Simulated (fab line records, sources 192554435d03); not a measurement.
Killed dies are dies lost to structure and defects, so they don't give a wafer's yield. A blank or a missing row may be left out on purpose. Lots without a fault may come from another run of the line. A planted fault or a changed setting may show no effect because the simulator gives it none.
Chamber matching | flow n5_finfet | N5_BEOL_M3_DEP_57 on pecvd-04: 3 sister chambers
The step deposits SiCN from 3MS/NH3, target thk 8 nm, time 14 s. 3 wafers are shown with their chamber, then 8 later ones without.

WAFERS WITH THEIR CHAMBER
wafer  | chamber | throttle_valve_pct (%)
L082.4 | 0       | 9.1
L082.5 | 1       | 9.2
L083.1 | 2       | 9.0

WAFERS WITHOUT THEIR CHAMBER
wafer  | throttle_valve_pct (%)
L083.2 | 9.1
L083.3 | 8.9
L092.3 | 9.0
L092.4 | 9.3
L092.5 | 9.3
L095.2 | 9.2
L095.3 | 9.2
L095.6 | 8.9

WHICH CHAMBER EACH WENT THROUGH
wafer  | from the rows above          | in truth
L083.2 | can't be placed: 0 or 1 or 2 | 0
L083.3 | can't be placed: 2 or 0      | 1
L092.3 | can't be placed: 2 or 0      | 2
L092.4 | can't be placed: 1 or 0      | 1
L092.5 | can't be placed: 1 or 0      | 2
L095.2 | can't be placed: 1 or 0      | 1
L095.3 | can't be placed: 1 or 0      | 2
L095.6 | can't be placed: 2 or 0      | 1
Placed correctly: 0 of 8. Can't be placed from these rows: 8 (the true chamber is among the candidates in 4). Placed wrongly: 0.
How it was worked out, from the rows above alone: a wafer's distance from a chamber is the root of the sum, over the readings, of the square of ((its reading less the chamber's mean) divided by the reading's scatter). The wafer belongs to the nearest chamber; if the next one is less than 2 further off, it can't be placed. A chamber's mean is the mean of its shown wafers. The scatter: with one shown wafer a chamber, the root of the mean of the squares of how far each hidden wafer lies from its nearest shown one.
